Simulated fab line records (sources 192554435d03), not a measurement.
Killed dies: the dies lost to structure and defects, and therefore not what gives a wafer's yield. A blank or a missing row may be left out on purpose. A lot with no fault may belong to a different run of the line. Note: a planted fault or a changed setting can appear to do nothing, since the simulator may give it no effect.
Split-lot trial -- flow n5-finfet -- 21 wafers read from 7 lots, route of 1938 steps

== THE SPLIT ==
At N5_BEOL_M7_ILD_DEP_00 (deposits SiCOH lowk from DEMS/porogen, target thk 179.75 nm, time 33.4 s), the setting time-s was moved away from the recipe's 33.4 s on 9 of the 21 wafers read, by -7.8% to +11.4%. This setting was run at the recipe's value on the other wafers.

== FROM THE SPLIT ON TO THE READING: in between, the file shows 1 step ==
- N5_BEOL_M7_CURE_74: cures SiCOH lowk, time 240 s

== THE READING ==
At N5_BEOL_M7_THK_MEAS_01: M7_ILD_THK, given in nm. On this fab line, fault-free wafers typically give 155.0 nm with a standard deviation of 1.9 nm.

wafer,"tool, chamber at the split","time-s as run, s",against the recipe,"M7_ILD_THK, nm",against lot-mates on the recipe
L075.3,"pecvd-01, 1",34.84,+4.3%,158.1,+2.8
L075.4,"pecvd-01, 2",33.4,recipe,155.3,-
L075.5,"pecvd-01, 0",34.84,+4.3%,163.5,+8.2
L077.1,"pecvd-03, 1",33.4,recipe,154.6,-
L077.3,"pecvd-03, 0",33.4,recipe,154.9,-
L077.5,"pecvd-03, 0",33.4,recipe,156.0,-
L080.1,"pecvd-03, 1",33.4,recipe,152.5,-
L080.3,"pecvd-03, 0",33.4,recipe,153.1,-
L080.4,"pecvd-03, 2",33.4,recipe,156.3,-
L082.3,"pecvd-01, 1",37.21,+11.4%,171.2,+16.3
L082.4,"pecvd-01, 1",33.4,recipe,154.6,-
L082.5,"pecvd-01, 0",33.4,recipe,155.1,-
L087.4,"pecvd-01, 1",33.4,recipe,157.0,-
L087.5,"pecvd-01, 0",36.5,+9.3%,168.9,+11.9
L087.6,"pecvd-01, 2",36.5,+9.3%,173.4,+16.4
L091.2,"pecvd-03, 1",33.4,recipe,152.6,-
L091.3,"pecvd-03, 0",33.4,recipe,152.9,-
L091.4,"pecvd-03, 2",35.25,+5.5%,163.7,+10.9
L090.3,"pecvd-01, 2",30.79,-7.8%,144.5,no lot-mate on the recipe
L090.4,"pecvd-01, 2",30.79,-7.8%,145.9,no lot-mate on the recipe
L090.6,"pecvd-01, 1",30.79,-7.8%,144.1,no lot-mate on the recipe

THE FIT
A straight line over all 21 wafers: M7_ILD_THK changes by +1.48 nm for each +1% of time-s; r = +0.97; the points scatter about the line by 1.9 nm.
The same after taking each lot's own level away (the mean of its wafers on the recipe; 18 wafers): +1.5 nm for each +1%; r = +0.96; scatter 1.7 nm.
According to that fit, moving time-s by its largest amount changes the reading by 17 nm.
From 152.75 to 157.00 nm: that is the span of the lots' own levels, equal to 2.2 times the standard deviation above.
The two slopes agree, so the slope changes little with the lot-to-lot level.
Check: +17.6 nm against its lot-mates is what the line predicts for one of the wafers moved furthest among these (+11.4%) when that wafer is left out of the fit. Against them it came out at +16.3 nm.

== ADDITIONAL SPLITS CARRIED BY THESE WAFERS ==
Other splits were also applied to these wafers ahead of the reading. Each is held against what the fit with the lots' levels taken away leaves over:
other split on the same wafers,wafers away from the commonest value,r with M7_ILD_THK (lot level and that fit taken away)
N5_BEOL_M5_ETCH_41 source-w,7,-0.19

== THE WHOLE CHAIN: every reading that the file lists as answering this split, in the file's order ==
step,what it does,reading,change (the file's fit),r (the file's)
N5_BEOL_M7_ILD_DEP_00,"deposits SiCOH lowk from DEMS/porogen, target thk 179.75 nm, time 33.4 s","SiCOH_lowk_of_BEOL_M7_ILD_DEP_00.thk-nm (the simulator's own value, which no gauge read)",+1.73 nm for each +1% of the setting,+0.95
N5_BEOL_M7_CURE_74,"cures SiCOH lowk, time 240 s","SiCOH_lowk_of_BEOL_M7_ILD_DEP_00.thk-nm (the simulator's own value, which no gauge read)",+1.52 nm for each +1% of the setting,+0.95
N5_BEOL_M7_THK_MEAS_01,,M7_ILD_THK,+1.51 for each +1% of the setting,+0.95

== FILE'S OWN FIT ==
M7_ILD_THK changes by +1.51 nm for each +1% of time-s, r = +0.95.
